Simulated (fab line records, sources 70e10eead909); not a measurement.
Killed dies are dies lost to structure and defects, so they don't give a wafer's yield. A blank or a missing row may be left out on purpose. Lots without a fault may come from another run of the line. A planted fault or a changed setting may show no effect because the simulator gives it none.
Chamber matching | flow nand_harc | NHARC_THIN_TSV_DEP_47 on pecvd-01: 3 sister chambers
The step deposits SiO2, target thk 200 nm. 16 wafers are shown with their chamber, then 7 later ones without.

WAFERS WITH THEIR CHAMBER
wafer  | chamber | throttle_valve_pct (%)
L963.2 | 1       | 15.7
L963.5 | 1       | 15.5
L963.6 | 2       | 15.9
L964.2 | 0       | 14.9
L964.3 | 2       | 15.9
L964.6 | 2       | 16.0
L969.1 | 0       | 14.9
L969.3 | 2       | 16.0
L969.5 | 0       | 15.1
L968.2 | 1       | 15.9
L968.3 | 0       | 15.0
L968.5 | 2       | 16.1
L973.3 | 2       | 16.1
L973.5 | 1       | 15.7
L973.6 | 2       | 16.1
L974.1 | 2       | 16.3

SIGNATURES (means of the wafers above)
reading            | chamber 0 | chamber 1 | chamber 2 | scatter within a chamber
throttle_valve_pct | 14.975    | 15.700    | 16.050    | 0.132
Rule: a wafer's distance from a chamber is the root of the sum, over the readings, of the square of ((its reading less the chamber's mean) divided by the reading's scatter). The wafer belongs to the nearest chamber; if the next one is less than 2 further off, it can't be placed. The scatter: the root of (the sum of the squares of (reading less its chamber's mean) over the shown wafers, divided by (wafers less chambers)).

WAFERS WITHOUT THEIR CHAMBER
wafer  | throttle_valve_pct (%)
L974.4 | 16.2
L974.6 | 15.7
L983.2 | 15.6
L983.5 | 15.0
L982.1 | 15.6
L982.3 | 15.2
L982.4 | 15.4

WHICH CHAMBER EACH WENT THROUGH
wafer  | from the rows above     | in truth
L974.4 | 2                       | 2
L974.6 | 1                       | 1
L983.2 | 1                       | 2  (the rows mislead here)
L983.5 | 0                       | 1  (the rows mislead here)
L982.1 | 1                       | 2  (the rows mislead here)
L982.3 | 0                       | 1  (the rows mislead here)
L982.4 | can't be placed: 1 or 0 | 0
Placed correctly: 2 of 7. Can't be placed from these rows: 1 (the true chamber is among the candidates in 1). Placed wrongly: 4.
